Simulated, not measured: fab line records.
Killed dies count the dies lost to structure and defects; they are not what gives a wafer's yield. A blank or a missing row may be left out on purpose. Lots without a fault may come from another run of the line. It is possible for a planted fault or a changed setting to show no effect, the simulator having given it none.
fab line records	flow n5Finfet
[record] lots = 6	wafers = 18	lastDay = 18
route steps=1938 shown HKMG_FIN@407 BEOL_M4@1111 PASSIVATION@1936
lots untouched by any fault: they come from a run of this same line in which no faults occurred
startH: the number of hours between the record's first day and the start of the first shown wafer of the lot	waitH: time in hours since the lot's previous step	" repeats the value in the row above	L1.1+2: one row covering several wafers at once	- value missing, or start not given	* or withheld: withheld	< > ~ a bound
route shown NAME@n: NAME is a module with steps in the file, n the number in the route of the first one	usual: average and standard deviation across the fault-free wafers	same: alike in all rows	chamber/n: place in a boat	sites: the reading at each site	_std_site: standard deviation of those values	_edge_site: mean of outer sites minus mean of inner sites	radiusMm: how far each site lies from the wafer's centre	mask NAME#n: copy n	behind: tool/chamber where the wafer was last shaped	hold: why the lot went on hold/how many hours it stayed there/how the hold came to an end	device: the n, p or np transistor that did not switch	end of line: at the end of the route, the tests of the same wafers	for a step that has no rows: nothing shown but its recipe	killed: count of dies lost to structure and defects at first sort (not the wafer's yield)	map: per-die view of a wafer (x killed, . not killed, _ where there is no die)
set.NAME: the run value of the setting; set.NAME@STEP: its run value at that earlier step	model.NAME: the simulator's own value behind a step, which no gauge read
lots seen at some steps along the route; tables by step, rows by wafer
services: a tool's chamber out of use, with start hour (startH, from the record's first day; less than 0 if before it), hours out, and reason
[[steps]]
[step N5_HKMG_FIN_STRIP_93]
[recipe] chemistry = N2/H2	material = SOC	timeS = 20	powerW = 500	tempC = 40	pressureMtorr = 50	rfFrequencyHz = 6e+07	biasPowerW = 8	h2Frac = 0.5	n2FlowSccm = 300	h2FlowSccm = 300
[usual] drypumpMotorCurrentA = 5.6/0.51	oesProductAu = 0.79/0.065	powerW = 500.0/1.4	rfFwdPowerW = 497.0/1.9	rfVppV = 54.4/0.86	showerheadPlenumPTorr = 3.41/0.11	throttleValvePct = 19.10/0.2
lot.wafer	tool	chamber	startH	waitH	drypumpMotorCurrentA	oesProductAu	powerW	rfFwdPowerW	rfHoursCounterH	rfVppV	showerheadPlenumPTorr	throttleValvePct
L555.2	rieDiel-03	0	97.51	0.2	5.7	0.79	501.0	496.7	107	53.9	3.53	19.07
L555.4	"	3	"	"	6.4	0.72	500.3	499.6	-	52.3	3.21	19.31
L555.5	"	0	"	"	5.7	0.80	498.7	496.6	-	55.0	3.53	19.08
L563.1	rieDiel-03	3	141.08	0.2	6.4	0.71	497.5	495.2	223	53.8	3.20	19.33
L563.4	"	2	"	"	5.3	0.75	498.4	497.1	-	55.3	3.37	18.97
L563.5	"	3	"	"	6.3	0.70	497.6	496.7	-	53.7	3.20	19.32
L566.1	rieDiel-01	3	159.11	0.2	5.4	0.71	501.4	494.1	180	54.6	3.48	19.11
L566.4	"	2	"	"	5.0	0.73	500.3	499.2	172	55.6	3.45	19.08
L566.6	"	0	"	"	6.4	0.80	500.2	494.9	-	55.2	3.41	19.08
L569.1	rieDiel-01	3	176.83	0.2	5.4	0.71	499.1	494.7	187	53.7	3.47	19.11
L569.2	"	0	"	"	6.4	0.79	497.7	496.5	97	54.5	3.41	19.10
L569.4	"	2	"	"	5.0	0.73	499.7	500.1	178	54.1	3.45	19.09
L573.1	rieDiel-01	1	200.75	0.2	5.3	0.85	499.8	500.8	58	53.5	3.41	18.78
L573.5	"	1	"	"	5.3	0.85	498.0	498.6	-	54.8	3.41	18.78
L573.6	"	2	"	"	5.0	0.73	504.4	498.5	-	55.0	3.45	19.12
L575.1	rieDiel-03	2	214.27	0.2	5.3	0.74	500.8	497.1	132	55.0	3.35	19.02
L575.3	"	0	"	"	5.7	0.76	500.9	498.5	156	54.1	3.51	19.16
L575.6	"	0	"	"	5.7	0.75	502.3	497.1	-	55.0	3.50	19.15
[step N5_HKMG_FIN_WET_ETCH_76]
[recipe] chemistry = dNH4OH	mix = 1:50	tempC = 25	target = Al2O3	stopOn = La2O3	targetDepthNm = 2.25	dry = ipaMarangoni	rinseTimeS = 30	rinseTempC = 23
[step N5_HKMG_FIN_STRIP_60]
[recipe] chemistry = N2/H2	powerW = 2500	tempC = 300	h2Frac = 0.65	timeS = 360	pressureMtorr = withheld	n2FlowSccm = 1750	h2FlowSccm = 3250
[usual] drypumpMotorCurrentA = 5.8/0.5	heaterPowerW = 526/52
lot.wafer	tool	chamber	startH	waitH	drypumpMotorCurrentA	heaterPowerW	rfHoursCounterH
L555.2	plasmaAsher-02	0	97.67	0.0	6.3	539	40
L555.4	"	1	"	"	5.2	559	-
L555.5	"	1	"	"	5.2	555	-
L563.1	plasmaAsher-02	0	141.23	0.0	6.4	565	53
L563.4	"	1	"	"	5.2	553	-
L563.5	"	1	"	"	5.2	546	-
L566.1	plasmaAsher-02	1	159.26	0.0	5.2	543	56
L566.4	"	0	"	"	6.3	581	-
L566.6	"	1	"	"	5.2	538	-
L569.1	plasmaAsher-01	1	176.98	0.0	6.0	491	105
L569.2	"	0	"	"	5.7	407	105
L569.4	"	1	"	"	6.0	471	-
L573.1	plasmaAsher-01	0	200.90	0.0	5.7	411	110
L573.5	"	1	"	"	6.0	472	-
L573.6	"	0	"	"	5.7	402	-
L575.1	plasmaAsher-01	1	214.42	0.0	6.0	472	113
L575.3	"	0	"	"	5.7	408	-
L575.6	"	0	"	"	5.7	407	-
[step N5_HKMG_FIN_WET_ETCH_77]
[recipe] chemistry = dHCl	mix = 1:10000	tempC = 25	target = La2O3	stopOn = HfO2	targetDepthNm = 2
[step N5_HKMG_FIN_WET_ETCH_78]
[recipe] chemistry = dNH4OH	mix = 1:50	tempC = 25	target = Al2O3	stopOn = La2O3	targetDepthNm = 4.5	dry = ipaMarangoni	rinseTimeS = 30	rinseTempC = 23
[step N5_HKMG_FIN_ALD_79]
[recipe] material = TiN	targetThkA = 15	tempC = 400	aldPrecursorFamily = TiCl4	aldCoReactant = NH3	pulseTimeS = 1	purgeTimeS = 3	coReactantPurgeTimeS = 2	coReactantPulseTimeS = 2	aldCycles = 68	pressureTorr = 3
[usual] aldCycles = 68/0	chamberPressureTorr = 3.000/0.0073	heaterPowerW = 882/100	precursorPulseHeightRel = 0.999/0.019
lot.wafer	tool	chamber	startH	waitH	aldCycles	chamberPressureTorr	heaterPowerW	precursorPulseHeightRel
L555.2	aldMetal-01	1	98.16	0.0	68	3.010	911	0.992
L555.4	"	2	"	"	68	3.005	889	0.976
L555.5	"	1	"	"	68	3.002	914	0.984
L563.1	aldMetal-02	1	141.72	0.0	68	3.008	860	1.011
L563.4	"	3	"	"	68	3.003	845	1.031
L563.5	"	1	"	"	68	3.008	840	0.975
L566.1	aldMetal-02	3	159.75	0.0	68	3.009	846	1.002
L566.4	"	1	"	"	68	3.004	825	1.017
L566.6	"	3	"	"	68	3.006	867	1.012
L569.1	aldMetal-04	1	177.47	0.0	68	3.003	1041	1.004
L569.2	"	2	"	"	68	3.007	1025	1.008
L569.4	"	3	"	"	68	2.998	725	1.026
L573.1	aldMetal-04	1	201.42	0.0	68	2.997	1055	0.960
L573.5	"	2	"	"	68	2.996	1036	1.013
L573.6	"	3	"	"	68	2.991	732	1.000
L575.1	aldMetal-01	1	214.90	0.0	68	2.981	910	0.993
L575.3	"	3	"	"	68	3.012	933	1.013
L575.6	"	1	"	"	68	2.983	923	0.963
[step N5_HKMG_FIN_CVD_62]
[recipe] material = a-Si	targetThkA = 30	tempC = 500	precursor = Si2H6	pressureTorr = 1	timeS = 20.8
[usual] chamberPressureTorr = 1.0000/0.0023	heaterPowerW = 1486/130
lot.wafer	tool	chamber	startH	waitH	chamberPressureTorr	heaterPowerW
L555.2	thermalCvdSi-01	0	98.52	0.2	1.0005	1358
L555.4	"	2	"	"	1.0030	1324
L555.5	"	0	"	"	1.0024	1393
L563.1	thermalCvdSi-02	1	142.08	0.2	0.9974	1622
L563.4	"	0	"	"	0.9952	1390
L563.5	"	0	"	"	1.0011	1446
L566.1	thermalCvdSi-01	1	160.11	0.2	1.0003	1636
L566.4	"	2	"	"	1.0023	1337
L566.6	"	1	"	"	1.0009	1685
L569.1	thermalCvdSi-01	2	177.83	0.2	0.9983	1321
L569.2	"	1	"	"	1.0022	1610
L569.4	"	0	"	"	0.9984	1395
L573.1	thermalCvdSi-01	2	201.78	0.2	1.0004	1331
L573.5	"	0	"	"	1.0005	1404
L573.6	"	1	"	"	1.0000	1650
L575.1	thermalCvdSi-01	1	215.26	0.2	0.9961	1638
L575.3	"	2	"	"	1.0025	1317
L575.6	"	2	"	"	1.0019	1343
[step N5_HKMG_FIN_RTA_80]
[recipe] tempC = withheld	timeS = 2	ambient = N2	idleTempC = 600	rampUpCPerS = 150	rampDownCPerS = 60	coolToC = 600
[step N5_HKMG_FIN_PRECLEAN_64]
[recipe] chemistry = dHF	timeS = 30	tempC = 25	dilution = withheld
[step N5_HKMG_FIN_WET_ETCH_65]
[recipe] chemistry = TMAH	tempC = 70	concWtPct = 5	target = a-Si	stopOn = TiN	timeS = 49	targetDepthNm = 3
[step N5_HKMG_FIN_WET_ETCH_81]
[recipe] chemistry = SC1	target = TiN	stopOn = HfO2	mix = 1:1:5	tempC = 60	timeS = 57	targetDepthNm = 6
[step N5_HKMG_FIN_WET_ETCH_82]
[recipe] chemistry = dHCl	mix = 1:10000	tempC = 25	target = La2O3	stopOn = HfO2	targetDepthNm = 2	dry = ipaMarangoni	rinseTimeS = 30	rinseTempC = 23
[step N5_HKMG_FIN_ALD_36]
[recipe] material = TiN	targetThkA = 10	tempC = 400	aldPrecursorFamily = TiCl4	aldCoReactant = NH3	pulseTimeS = 1	purgeTimeS = 3	coReactantPurgeTimeS = 2	coReactantPulseTimeS = 2	aldCycles = 47	pressureTorr = 3
[usual] aldCycles = 47/0	chamberPressureTorr = 3.000/0.0064	heaterPowerW = 891/110	precursorPulseHeightRel = 1.001/0.019
lot.wafer	tool	chamber	startH	waitH	aldCycles	chamberPressureTorr	heaterPowerW	precursorPulseHeightRel
L555.2	aldMetal-04	2	99.03	0.0	47	2.991	1030	1.001
L555.4	"	1	"	"	47	3.000	1042	1.005
L555.5	"	2	"	"	47	2.993	1041	1.033
L563.1	aldMetal-02	2	142.75	0.0	47	3.000	939	0.994
L563.4	"	0	"	"	47	3.001	930	1.013
L563.5	"	0	"	"	47	2.996	917	1.007
L566.1	aldMetal-01	1	160.52	0.0	47	3.010	912	1.011
L566.4	"	2	"	"	47	3.002	915	1.003
L566.6	"	3	"	"	47	2.995	962	0.993
L569.1	aldMetal-01	2	178.22	0.0	49	3.002	870	1.006
L569.2	"	3	"	"	49	2.994	958	1.034
L569.4	"	1	"	"	47	3.001	911	1.021
L573.1	aldMetal-01	1	202.23	0.0	49	3.002	927	0.963
L573.5	"	0	"	"	47	3.006	742	1.039
L573.6	"	1	"	"	49	3.012	916	0.991
L575.1	aldMetal-04	2	215.67	0.0	47	2.997	1051	1.009
L575.3	"	1	"	"	47	3.001	1046	1.018
L575.6	"	1	"	"	47	2.998	1024	0.999
[step N5_HKMG_FIN_THK_MEAS_70]
[recipe] thkMeasGauge = xrf	reads = HfO2_of_HKMG_FIN_HK_ALD_01
[usual] HK_THK = 1.580/0.02
lot.wafer	tool	chamber	startH	waitH	HK_THK[nm]
L555.2	filmMetro-02	-	99.31	0.2	1.611
L555.4	"	-	"	"	1.644
L555.5	"	-	"	"	1.526
L563.1	filmMetro-01	-	143.03	0.2	1.599
L563.4	"	-	"	"	1.593
L563.5	"	-	"	"	1.589
L566.1	filmMetro-01	-	160.80	0.2	1.601
L566.4	"	-	"	"	1.572
L566.6	"	-	"	"	1.586
L569.1	filmMetro-02	-	178.52	0.2	1.599
L569.2	"	-	"	"	1.575
L569.4	"	-	"	"	1.583
L573.1	filmMetro-02	-	202.51	0.2	1.589
L573.5	"	-	"	"	1.604
L573.6	"	-	"	"	1.570
L575.1	filmMetro-02	-	215.95	0.2	1.577
L575.3	"	-	"	"	1.600
L575.6	"	-	"	"	1.552
[step N5_BEOL_M4_RC_MEAS_101]
[usual] DIBL_N = 37.1/1.8	DIBL_P = 37.2/2.1	IOFF_N = 0.17/0.033	IOFF_P = 0.22/0.037	ION_N = 680/11	ION_P = 464/7.7	SS_N = 71.7/0.63	SS_P = 73.6/0.67	VT_N = 248.9/2.9	VT_P = -251/3.6
lot.wafer	tool	chamber	startH	waitH	DIBL_N[mV/V]	DIBL_P[mV/V]	IOFF_N[nA/um]	IOFF_P[nA/um]	ION_N[uA/um]	ION_P[uA/um]	SS_N[mV/dec]	SS_P[mV/dec]	VT_N[mV]	VT_P[mV]
L555.2	prober-02	0	191.09	0.2	35.8	35.6	0.14	0.17	672	452	71.5	72.8	250.0	-258
L555.4	"	0	"	"	36.4	37.6	0.15	0.20	678	461	71.6	74.2	250.5	-254
L555.5	"	0	"	"	35.3	36.2	0.14	0.18	678	466	71.3	73.3	249.9	-256
L563.1	prober-01	0	240.83	0.0	36.3	35.4	0.14	0.18	663	456	71.0	72.4	250.2	-252
L563.4	"	0	"	"	38.0	38.2	0.19	0.23	683	469	71.9	73.8	248.1	-250
L563.5	"	0	"	"	38.6	38.5	0.20	0.24	680	468	71.7	73.4	247.4	-247
L566.1	prober-02	0	274.65	0.0	40.2	40.4	0.21	0.23	690	460	71.8	73.6	246.8	-253
L566.4	"	0	"	"	38.7	38.6	0.18	0.19	680	451	71.3	73.5	247.9	-253
L566.6	"	0	"	"	38.9	38.6	0.17	0.19	682	465	71.5	73.8	249.3	-255
L569.1	prober-01	0	285.70	0.0	39.7	38.9	0.21	0.25	684	459	72.8	74.4	250.0	-248
L569.2	"	0	"	"	34.7	34.4	0.12	0.19	661	461	70.8	72.4	250.6	-250
L569.4	"	0	"	"	36.2	35.0	0.14	0.19	683	474	70.9	72.2	253.6	-255
L573.1	prober-01	0	317.86	0.0	37.0	36.4	0.16	0.24	696	484	71.0	73.3	247.9	-248
L573.5	"	0	"	"	37.6	36.9	0.18	0.23	689	469	71.7	73.9	244.7	-251
L573.6	"	0	"	"	34.2	32.7	0.12	0.18	689	476	70.4	73.0	254.7	-253
L575.1	prober-02	0	325.62	0.0	34.8	33.9	0.14	0.20	671	460	71.2	72.7	249.8	-247
L575.3	"	0	"	"	37.9	36.6	0.20	0.23	695	469	72.3	73.9	245.1	-246
L575.6	"	0	"	"	36.0	35.7	0.17	0.22	675	466	71.3	72.6	247.3	-246
[step N5_PASSIVATION_PROBE_49]
[usual] defectLimitedYield = 91.7/1.5	killed_at_M0_to_M3 = 32/10	killed_at_M4_up = 14/5.3	killedAtContacts = 13/5.7	killedAtFrontEnd = 37/10	killedAtOther = 3.3/2.5	killedDies = 98/18	killedOnRim = 13/3.6	killedOpen = 65/13	killedShort = 31/7.5	sort_bin_5_function = 4.9/0.91	sort_bin_6_memory = 3.1/0.71	sortNPass = 1082/18	sortYieldPct = 91.7/1.5
[same] grossDies = 1180	killedAtBackSide = 0	sort_bin_4_leakage[%] = 0	sort_bin_8_speed[%] = 0
lot.wafer	tool	chamber	startH	waitH	defectLimitedYield[%]	killed_at_M0_to_M3	killed_at_M4_up	killedAtContacts	killedAtFrontEnd	killedAtOther	killedDies	killedOnRim	killedOpen	killedShort	sort_bin_5_function[%]	sort_bin_6_memory[%]	sortNPass	sortYieldPct[%]
L555.2	prober-01	-	300.43	0.1	92.3	28	14	6	39	4	91	14	57	27	4.7	2.1	1089	92.3
L555.4	prober-01	-	300.53	0.2	94.5	18	4	12	29	2	65	7	46	19	3.1	2.4	1115	94.5
L555.5	prober-01	-	300.58	0.2	92.5	24	11	11	41	2	89	8	63	19	4.1	2.8	1091	92.5
L563.1	prober-01	-	342.40	0.0	93.2	36	9	10	14	11	80	14	52	28	4.1	2.5	1100	93.2
L563.4	prober-01	-	342.55	0.2	91.7	35	10	11	36	6	98	12	62	36	4.7	3.4	1082	91.7
L563.5	prober-01	-	342.60	0.2	91.7	30	9	10	42	7	98	11	61	32	4.7	3.2	1082	91.7
L566.1	prober-01	-	382.30	0.0	91.0	43	15	7	35	6	106	13	72	33	5.5	3.1	1074	91.0
L566.4	prober-01	-	382.45	0.2	91.6	38	6	12	37	6	99	17	68	30	4.9	3.1	1081	91.6
L566.6	prober-01	-	382.55	0.3	89.4	47	9	9	58	2	125	14	79	38	6.4	3.2	1055	89.4
L569.1	prober-02	-	394.27	0.0	90.8	29	27	15	38	0	109	19	75	32	5.4	3.5	1071	90.8
L569.2	prober-02	-	394.32	0.1	90.3	45	18	13	38	0	114	13	64	47	5.3	4.0	1066	90.3
L569.4	prober-02	-	394.42	0.2	89.1	53	20	13	40	3	129	16	71	56	6.5	4.1	1051	89.1
L573.1	prober-02	-	428.47	0.0	91.4	26	21	8	42	4	101	14	69	32	5.4	2.7	1079	91.4
L573.5	prober-02	-	428.67	0.2	90.1	26	12	8	66	5	117	17	79	33	6.4	2.7	1063	90.1
L573.6	prober-02	-	428.72	0.3	90.7	39	12	12	35	12	110	16	79	31	5.8	3.1	1070	90.7
L575.1	prober-01	-	432.63	0.0	94.1	22	7	9	32	0	70	17	38	32	3.6	1.9	1110	94.1
L575.3	prober-01	-	432.73	0.1	92.7	22	13	23	27	1	86	15	61	25	4.2	2.9	1094	92.7
L575.6	prober-01	-	432.88	0.3	91.9	19	27	18	28	3	95	12	69	23	4.7	3.2	1085	91.9
// killed by level:class
L555.2 BEOL_M0_SAQP:geometricParticle:open=8 FIN_SAQP:geometricParticle:short=7 DUMMY_GATE:geometricParticle:open=7 BEOL_M0_SAQP:geometricParticle:short=7 BEOL_M4:geometricParticle:open=7 FIN_SAQP:geometricParticle:open=6 HKMG_FIN:areaEtch=6 BEOL_M2:geometricParticle:open=5
L555.4 MOL_CONTACT_COAG:geometricParticle:open=11 BEOL_M0_SAQP:geometricParticle:open=8 STI_FIN_REVEAL:geometricParticle:open=7 BEOL_M1:geometricParticle:open=5 BEOL_M0_SAQP:geometricParticle:short=4 DUMMY_GATE:geometricParticle:short=3 DUMMY_GATE:geometricParticle:open=3 FIN_SAQP:geometricParticle:open=2
L555.5 MOL_CONTACT_COAG:geometricParticle:open=10 STI_FIN_REVEAL:geometricParticle:open=7 HKMG_FIN:areaEtch=7 BEOL_M0_SAQP:geometricParticle:short=6 BEOL_M2:geometricParticle:open=6 BEOL_M4:geometricParticle:open=6 FIN_SAQP:geometricParticle:open=5 DUMMY_GATE:geometricParticle:open=5
L563.1 BEOL_M0_SAQP:geometricParticle:open=16 BEOL_M0_SAQP:geometricParticle:short=11 MOL_CONTACT_COAG:geometricParticle:open=8 BEOL_M5:geometricParticle:open=5 FIN_SAQP:geometricParticle:open=4 GATE_CUT:geometricParticle:short=4 BEOL_M3:geometricParticle:open=4 MIM_BOT:geometricParticle:open=3
L563.4 FIN_SAQP:geometricParticle:open=16 BEOL_M0_SAQP:geometricParticle:short=15 BEOL_M0_SAQP:geometricParticle:open=14 MOL_CONTACT_COAG:geometricParticle:open=9 BEOL_M4:geometricParticle:open=6 BEOL_M3:geometricParticle:open=5 FIN_SAQP:geometricParticle:short=4 ILD0:geometricParticle:short=3
L563.5 FIN_SAQP:geometricParticle:open=15 BEOL_M0_SAQP:geometricParticle:short=11 FIN_SAQP:geometricParticle:short=8 MOL_CONTACT_COAG:geometricParticle:open=8 BEOL_M0_SAQP:geometricParticle:open=7 STI_FIN_REVEAL:geometricParticle:open=5 BEOL_M2:geometricParticle:open=4 HKMG_FIN:areaEtch=4
L566.1 FIN_SAQP:geometricParticle:open=10 BEOL_M1:geometricParticle:open=10 BEOL_M3:geometricParticle:open=10 BEOL_M0_SAQP:geometricParticle:open=7 BEOL_M4:geometricParticle:open=6 DUMMY_GATE:geometricParticle:open=5 BEOL_M1:geometricParticle:short=5 MOL_CONTACT_COAG:geometricParticle:open=4
L566.4 STI_FIN_REVEAL:geometricParticle:open=14 MOL_CONTACT_COAG:geometricParticle:open=8 BEOL_M3:geometricParticle:open=7 BEOL_M0_SAQP:geometricParticle:open=6 FIN_SAQP:geometricParticle:open=5 BEOL_M0_SAQP:geometricParticle:short=5 BEOL_M1:geometricParticle:open=5 DUMMY_GATE:geometricParticle:open=4
L566.6 STI_FIN_REVEAL:geometricParticle:open=14 DUMMY_GATE:geometricParticle:open=11 BEOL_M0_SAQP:geometricParticle:short=10 FIN_SAQP:geometricParticle:open=7 BEOL_M2:geometricParticle:open=7 BEOL_M0_SAQP:geometricParticle:open=7 FIN_SAQP:geometricParticle:short=6 MOL_CONTACT_COAG:geometricParticle:open=6
L569.1 MOL_CONTACT_COAG:geometricParticle:open=14 FIN_SAQP:geometricParticle:open=10 BEOL_M4:geometricParticle:open=10 BEOL_M0_SAQP:geometricParticle:short=8 BEOL_M5:geometricParticle:open=7 BEOL_M0_SAQP:geometricParticle:open=6 BEOL_M1:geometricParticle:open=6 FIN_SAQP:geometricParticle:short=5
L569.2 BEOL_M0_SAQP:geometricParticle:short=22 BEOL_M0_SAQP:geometricParticle:open=12 MOL_CONTACT_COAG:geometricParticle:open=9 DUMMY_GATE:geometricParticle:open=8 BEOL_M5:geometricParticle:open=7 STI_FIN_REVEAL:geometricParticle:open=6 BEOL_M1:geometricParticle:open=6 FIN_SAQP:geometricParticle:short=4
L569.4 BEOL_M0_SAQP:geometricParticle:short=18 BEOL_M0_SAQP:geometricParticle:open=14 BEOL_M5:geometricParticle:open=8 MOL_CONTACT_COAG:geometricParticle:open=7 BEOL_M4:geometricParticle:open=7 DUMMY_GATE:geometricParticle:open=6 GATE_CUT:geometricParticle:short=6 MOL_CONTACT_COAG:geometricParticle:short=6
L573.1 STI_FIN_REVEAL:geometricParticle:open=9 FIN_SAQP:geometricParticle:open=7 BEOL_M3:geometricParticle:open=6 BEOL_M1:geometricParticle:open=6 FIN_CUT:geometricParticle:short=5 DUMMY_GATE:geometricParticle:open=5 MOL_CONTACT_COAG:geometricParticle:open=5 FIN_SAQP:geometricParticle:short=4
L573.5 STI_FIN_REVEAL:geometricParticle:open=25 DUMMY_GATE:geometricParticle:open=12 STI_FIN_REVEAL:geometricParticle:short=8 MOL_CONTACT_COAG:geometricParticle:open=7 BEOL_M2:geometricParticle:open=7 BEOL_M1:geometricParticle:open=5 BEOL_M3:geometricParticle:short=4 BEOL_M5:geometricParticle:open=4
L573.6 STI_FIN_REVEAL:geometricParticle:open=19 BEOL_M2:geometricParticle:open=18 MOL_CONTACT_COAG:geometricParticle:open=9 BEOL_M2:geometricParticle:short=7 PASS1_CAP:geometricParticle:open=6 BEOL_M4:geometricParticle:open=5 GATE_CUT:geometricParticle:short=4 BEOL_M0_SAQP:geometricParticle:open=4
L575.1 MOL_CONTACT_COAG:geometricParticle:open=7 STARTING-WAFER:geometricParticle:short=7 DUMMY_GATE:geometricParticle:open=6 BEOL_M4:geometricParticle:open=5 ILD0:geometricParticle:short=5 BEOL_M0_SAQP:geometricParticle:short=5 BEOL_M1:geometricParticle:short=5 FIN_SAQP:geometricParticle:open=4
L575.3 MOL_CONTACT_COAG:geometricParticle:open=18 BEOL_M3:geometricParticle:open=8 BEOL_M0_SAQP:geometricParticle:open=6 DUMMY_GATE:geometricParticle:open=5 MOL_CONTACT_COAG:geometricParticle:short=5 BEOL_M4:geometricParticle:open=5 ILD0:geometricParticle:open=4 FIN_SAQP:geometricParticle:short=3
L575.6 MOL_CONTACT_COAG:geometricParticle:open=15 BEOL_M4:geometricParticle:open=15 BEOL_M3:geometricParticle:open=8 STI_FIN_REVEAL:geometricParticle:open=5 DUMMY_GATE:geometricParticle:open=4 BEOL_M4:geometricParticle:short=4 BEOL_M0_SAQP:geometricParticle:open=4 MOL_CONTACT_COAG:geometricParticle:short=3
[[services]]
tool	chamber	startH	hours	kind
rieDiel-01	-	73.72	1.2	repair
aldMetal-01	1	74.46	-	calibration
rieDiel-01	1	77.18	4.7	repair
plasmaAsher-01	-	78.85	28.1	pm
aldMetal-04	3	82.71	16.8	repair
rieDiel-01	3	100.79	8.7	repair
thermalCvdSi-02	2	121.21	115.1	repair
plasmaAsher-02	-	122.28	3.3	repair
thermalCvdSi-01	-	134.32	1.4	repair
rieDiel-01	-	135.57	0.8	repair
plasmaAsher-02	-	139.91	0.9	repair
plasmaAsher-01	-	162.20	3.4	repair
rieDiel-01	0	168.70	6.0	repair
thermalCvdSi-02	-	174.70	5.4	repair
aldMetal-02	-	189.77	3.0	repair
aldMetal-01	-	197.87	2.8	pm
plasmaAsher-02	-	213.01	0.6	repair
plasmaAsher-01	-	214.92	1.3	repair
[[key]]
[firstSign] step = N5_HKMG_FIN_ALD_36	reading = aldCycles	direction = up	sigmas = 99+	usual = *	struck = *
effect none on later readings
metAt N5_HKMG_FIN_ALD_36
struckWafers L569.1,L569.2,L573.1,L573.6
onsetBetween 160.52 178.22
[fault] kind = processParameterDrift	tool = aldMetal-01	chamber = -	onsetH = 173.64	steps = N5_HKMG_FIN_ALD_36	channel = aldCycles	offset = *	shape = step	endH = 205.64	scope = struckWafersOnly	actsIn = *	stated = *
